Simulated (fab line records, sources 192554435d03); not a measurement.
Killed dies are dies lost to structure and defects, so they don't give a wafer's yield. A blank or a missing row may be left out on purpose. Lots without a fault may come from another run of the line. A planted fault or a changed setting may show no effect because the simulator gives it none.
Split-lot experiment | flow n5_finfet | 7 lots, 21 wafers read, on a route of 1938 steps

THE SPLIT
At N5_BEOL_M4_COAT_67 (time 60 s, resist thk 60 nm), the setting spin_rpm was moved away from the recipe's 1500 rpm on 7 of the 21 wafers read, by -6.9% to +11.1%. The other wafers ran this setting at the recipe's value.

FROM THE SPLIT TO THE READING: what the file shows between them, 8 steps
- N5_BEOL_M4_DESCUM_33: chemistry O2, time 7 s (also split here: time_s)
- N5_BEOL_M4_ETCH_77: etches underlayer in N2/H2, target depth 6.5 nm, time 5.2 s
- N5_BEOL_M4_ETCH_69: etches SiARC in CF4, target depth 15.6 nm, time 26 s
- N5_BEOL_M4_ALD_98: deposits SiO2, target thk 2.5 nm, pulse time 1 s, co reactant pulse time 1 s
- N5_BEOL_M4_ETCHBACK_99: etches SiO2 in CHF3, target depth 5 nm, time 10.4 s
- N5_BEOL_M4_ETCH_70: etches SOC in N2/H2, target depth 80 nm, overetch 24 nm, time 130 s
- N5_BEOL_M4_STRIP_71: strips in N2/H2
- N5_BEOL_M4_STRIP_78: strips in N2/H2

THE READING
SOC_of_BEOL_M4_COAT_67.thk_nm (the simulator's own value, which no gauge read), in nm, at N5_BEOL_M4_VIA_ETCH_34 (etches the open film in C4F6/O2, target depth 69.4 nm, time 65.9 s). The file gives no usual value for it. The 14 wafers here that ran the recipe average 51.8 nm, standard deviation 0.22 nm.

wafer  | tool, chamber at the split | spin_rpm as run, rpm | against the recipe | SOC_of_BEOL_M4_COAT_67.thk_nm, nm | against lot-mates on the recipe
L076.1 | litho_track-02, 0          | 1500                 | recipe             | 52                                | -
L076.3 | litho_track-02, 0          | 1500                 | recipe             | 52                                | -
L076.5 | litho_track-02, 0          | 1500                 | recipe             | 52                                | -
L080.1 | litho_track-02, 0          | 1667                 | +11.1%             | 49.2                              | -2.8
L080.3 | litho_track-02, 0          | 1500                 | recipe             | 52                                | -
L080.6 | litho_track-02, 0          | 1667                 | +11.1%             | 48.8                              | -3.2
L081.3 | litho_track-03, 0          | 1586                 | +5.7%              | 50.4                              | -1.6
L081.6 | litho_track-03, 0          | 1586                 | +5.7%              | 50.4                              | -1.6
L081.4 | litho_track-03, 0          | 1500                 | recipe             | 52                                | -
L083.2 | litho_track-05, 0          | 1500                 | recipe             | 51.4                              | -
L083.5 | litho_track-05, 0          | 1500                 | recipe             | 51.4                              | -
L083.4 | litho_track-05, 0          | 1500                 | recipe             | 51.6                              | -
L096.2 | litho_track-03, 0          | 1396                 | -6.9%              | 54.2                              | +2.4
L096.4 | litho_track-03, 0          | 1396                 | -6.9%              | 53.8                              | +2.0
L096.6 | litho_track-03, 0          | 1500                 | recipe             | 51.8                              | -
L095.1 | litho_track-05, 0          | 1500                 | recipe             | 51.6                              | -
L095.3 | litho_track-05, 0          | 1500                 | recipe             | 51.6                              | -
L095.4 | litho_track-05, 0          | 1500                 | recipe             | 51.8                              | -
L097.1 | litho_track-03, 0          | 1500                 | recipe             | 52                                | -
L097.3 | litho_track-03, 0          | 1406                 | -6.3%              | 53.8                              | +1.9
L097.6 | litho_track-03, 0          | 1500                 | recipe             | 51.8                              | -

THE FIT
A straight line over all 21 wafers: SOC_of_BEOL_M4_COAT_67.thk_nm changes by -0.273 nm for each +1% of spin_rpm; r = -0.98; the points scatter about the line by 0.25 nm.
The same after taking each lot's own level away (the mean of its wafers on the recipe; 21 wafers): -0.285 nm for each +1%; r = -0.99; scatter 0.14 nm.
On that fit, the largest move of spin_rpm shifts the reading by 3.2 nm.
The lots' own levels span 51.47 to 52.00 nm, that is 2.4 times the standard deviation above.
So the lot-to-lot level changes the slope little: the two slopes agree.
Check: with one of the wafers moved furthest among these (+11.1%) left out of the fit, the line predicts -3.27 nm for it against its lot-mates. It came out at -2.8 nm against them.

OTHER SPLITS ON THESE WAFERS
These wafers also went through other splits before the reading. Each is held against what the fit with the lots' levels taken away leaves over:
other split on the same wafers   | wafers away from the commonest value | r with SOC_of_BEOL_M4_COAT_67.thk_nm (lot level and that fit taken away)
N5_BEOL_M3_TRENCH_ETCH_37 time_s | 5                                    | +0.14
N5_BEOL_M4_ILD_DEP_00 time_s     | 10                                   | -0.18
N5_BEOL_M4_COAT_61 spin_rpm      | 6                                    | -0.23
N5_BEOL_M4_DESCUM_33 time_s      | 5                                    | -0.27

THE WHOLE CHAIN: every reading that the file lists as answering this split, in the file's order
step                   | what it does                                                        | reading                                                                        | change (the file's fit)               | r (the file's)
N5_BEOL_M4_COAT_67     | time 60 s, resist thk 60 nm                                         | SOC_of_BEOL_M4_COAT_67.thk_nm (the simulator's own value, which no gauge read) | -0.297 nm for each +1% of the setting | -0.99
N5_BEOL_M4_ETCH_70     | etches SOC in N2/H2, target depth 80 nm, overetch 24 nm, time 130 s | etch.depth_nm (the simulator's own value, which no gauge read)                 | -0.293 nm for each +1% of the setting | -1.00
N5_BEOL_M4_VIA_ETCH_34 | etches the open film in C4F6/O2, target depth 69.4 nm, time 65.9 s  | SOC_of_BEOL_M4_COAT_67.thk_nm (the simulator's own value, which no gauge read) | -0.286 nm for each +1% of the setting | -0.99

THE FILE'S OWN FIT
SOC_of_BEOL_M4_COAT_67.thk_nm changes by -0.286 nm for each +1% of spin_rpm, r = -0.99.
